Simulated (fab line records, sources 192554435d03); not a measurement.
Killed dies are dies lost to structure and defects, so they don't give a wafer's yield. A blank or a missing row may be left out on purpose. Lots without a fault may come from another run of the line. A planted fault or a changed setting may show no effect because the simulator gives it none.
Chamber matching | flow n5_finfet | N5_BEOL_M8_ETCH_61 on rie_diel-04: 3 sister chambers
The step etches SiARC in CF4, target depth 45.5 nm, time 75.8 s. 14 wafers are shown with their chamber, then 6 later ones without.

WAFERS WITH THEIR CHAMBER
wafer  | chamber | showerhead_plenum_p_Torr (Torr) | throttle_valve_pct (%) | drypump_motor_current_A (A)
L078.1 | 3       | 2.07                            | 15.42                  | 6.2
L078.5 | 2       | 2.21                            | 15.48                  | 5.5
L078.6 | 3       | 2.07                            | 15.41                  | 6.1
L077.3 | 2       | 2.21                            | 15.48                  | 5.5
L077.4 | 3       | 2.07                            | 15.42                  | 6.1
L077.6 | 1       | 2.12                            | 15.64                  | 5.4
L080.4 | 3       | 2.06                            | 15.42                  | 6.1
L080.5 | 2       | 2.20                            | 15.50                  | 5.5
L080.6 | 1       | 2.12                            | 15.64                  | 5.4
L083.1 | 1       | 2.12                            | 15.64                  | 5.5
L083.3 | 3       | 2.06                            | 15.42                  | 6.2
L083.5 | 1       | 2.12                            | 15.64                  | 5.4
L084.3 | 3       | 2.06                            | 15.44                  | 6.1
L084.4 | 1       | 2.12                            | 15.64                  | 5.4

SIGNATURES (means of the wafers above)
reading                  | chamber 1 | chamber 2 | chamber 3 | scatter within a chamber
showerhead_plenum_p_Torr | 2.1200    | 2.2067    | 2.0650    | 0.00444
throttle_valve_pct       | 15.6400   | 15.4867   | 15.4217   | 0.00826
drypump_motor_current_A  | 5.420     | 5.500     | 6.133     | 0.044
Rule: a wafer's distance from a chamber is the root of the sum, over the readings, of the square of ((its reading less the chamber's mean) divided by the reading's scatter). The wafer belongs to the nearest chamber; if the next one is less than 2 further off, it can't be placed. The scatter: the root of (the sum of the squares of (reading less its chamber's mean) over the shown wafers, divided by (wafers less chambers)).

WAFERS WITHOUT THEIR CHAMBER
wafer  | showerhead_plenum_p_Torr (Torr) | throttle_valve_pct (%) | drypump_motor_current_A (A)
L084.5 | 2.12                            | 15.67                  | 5.4
L095.1 | 2.06                            | 15.47                  | 6.1
L095.4 | 2.20                            | 15.54                  | 5.5
L095.5 | 2.05                            | 15.47                  | 6.1
L096.1 | 2.11                            | 15.20                  | 5.4
L096.3 | 2.05                            | 15.47                  | 6.1

WHICH CHAMBER EACH WENT THROUGH
wafer  | from the rows above | in truth
L084.5 | 1                   | 1
L095.1 | 3                   | 3
L095.4 | 2                   | 2
L095.5 | 3                   | 3
L096.1 | 3                   | 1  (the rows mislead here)
L096.3 | 3                   | 3
Placed correctly: 5 of 6. Can't be placed from these rows: 0. Placed wrongly: 1.
